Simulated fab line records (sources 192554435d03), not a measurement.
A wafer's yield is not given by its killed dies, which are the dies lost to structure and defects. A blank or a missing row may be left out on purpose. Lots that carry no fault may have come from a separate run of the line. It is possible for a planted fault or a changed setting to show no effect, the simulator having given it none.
Struck lot and sound lot, side by side | flow n5-finfet | 14 out of 1938 route steps
Sound: wafers L957.1, L957.4, L957.6. Wafers L961.1, L961.3, L961.4 were the ones struck. The cause is given at the end.
Each step with rows lists, per side, the tool, then ch with its chambers, then its first start. Under that, the readings that differ: sound wafers | struck wafers | difference of the means | sigmas: that difference in standard deviations of wafers without a fault.
alike: words and numbers the same on both sides, and readings whose means are apart by under 2 such deviations; not compared: readings that were withheld, readings missing a value for some wafer, numbers with overlapping values and no deviation given by the record, and bounds like >300 which may hide the same value.
Wherever a step has rows on one side only, a row that says differs or no value, or a row with sigmas, the two part there. When numbers do not overlap yet have no deviation, they are printed without sigmas and do not part them. Lack of a reading on every wafer of one side parts them only where that side has two or more wafers.

N5_BEOL_M14_ETCH_59: etches BARC in N2/H2, target depth 89 nm, overetch 26.7 nm, time 67.9 s.
  sound on rie-diel-03 ch 1,2, day 13 01:17; struck on rie-diel-03 ch 0,3, day 14 03:48
  reading      | sound             | struck            | difference | sigmas
  rf-vpp-V (V) | 527.1 525.8 526.0 | 520.4 521.4 520.5 | -5.5       | -2
  alike: drypump-motor-current-A, oes-product-au, showerhead-plenum-p-Torr, throttle-valve-pct
  not compared: rf-hours-counter-h
N5_BEOL_M14_VIA_ETCH_16: etches SiO2 in C4F8/O2/Ar, target depth 1231.3 nm.
  sound on rie-diel-03 ch 1,2, day 13 01:20; struck on rie-diel-03 ch 0,3, day 14 03:51
  alike: drypump-motor-current-A, oes-product-au, rf-vpp-V, showerhead-plenum-p-Torr, throttle-valve-pct
N5_BEOL_M14_STRIP_63: strips in O2.
  sound on rie-diel-03 ch 1,2; struck on rie-diel-03 ch 0,3
  alike: drypump-motor-current-A, oes-product-au, rf-vpp-V, showerhead-plenum-p-Torr, throttle-valve-pct
  not compared: rf-hours-counter-h
N5_BEOL_M14_STRIP_64: strips in O2.
  sound on rie-diel-03 ch 1,2; struck on rie-diel-03 ch 0,3
  alike: drypump-motor-current-A, oes-product-au, rf-vpp-V, showerhead-plenum-p-Torr, throttle-valve-pct
  not compared: rf-hours-counter-h
then, 2 steps without rows for these wafers: N5_BEOL_M14_STRIP_71 (strips in post etch residue remover, time 60 s); N5_BEOL_M14_SRD_72 (time 30 s, dry time 30 s).
N5_BEOL_M14_CD_MEAS_17: target cd 250 nm.
  sound on cd-sem-01, day 13 01:41; struck on cd-sem-01, day 14 04:12
  alike: cd-nm
then, 5 steps without rows for these wafers: N5_BEOL_M14_COAT_65 (time 60 s, resist thk 450 nm); N5_BEOL_M14_COAT_66 (time 60 s, resist thk 110 nm); N5_BEOL_M14_COAT_22 (resist thk 300 nm); N5_BEOL_M14_EBR_24; N5_BEOL_M14_SOFTBAKE_23 (time 60 s).
N5_BEOL_M14_EXPOSE_25: exposes mask M14, target cd 280 nm.
  sound on krf-scanner-01 ch 0, day 13 01:58; struck on krf-scanner-01, day 14 04:22
  no value came back on the struck wafers for exposure-dose-mJ-cm2, focus-offset-nm (nm); on the sound wafers exposure-dose-mJ-cm2 reads 26.586 26.629 26.600
  alike: mask
then, 1 step without rows for these wafers: N5_BEOL_M14_PEB_26 (peb time 90 s).

== WHERE THEY PART ==
Last at N5_BEOL_M14_EXPOSE_25 as far as this record goes, first at N5_BEOL_M14_ETCH_59.

WHY: what the simulator had put in
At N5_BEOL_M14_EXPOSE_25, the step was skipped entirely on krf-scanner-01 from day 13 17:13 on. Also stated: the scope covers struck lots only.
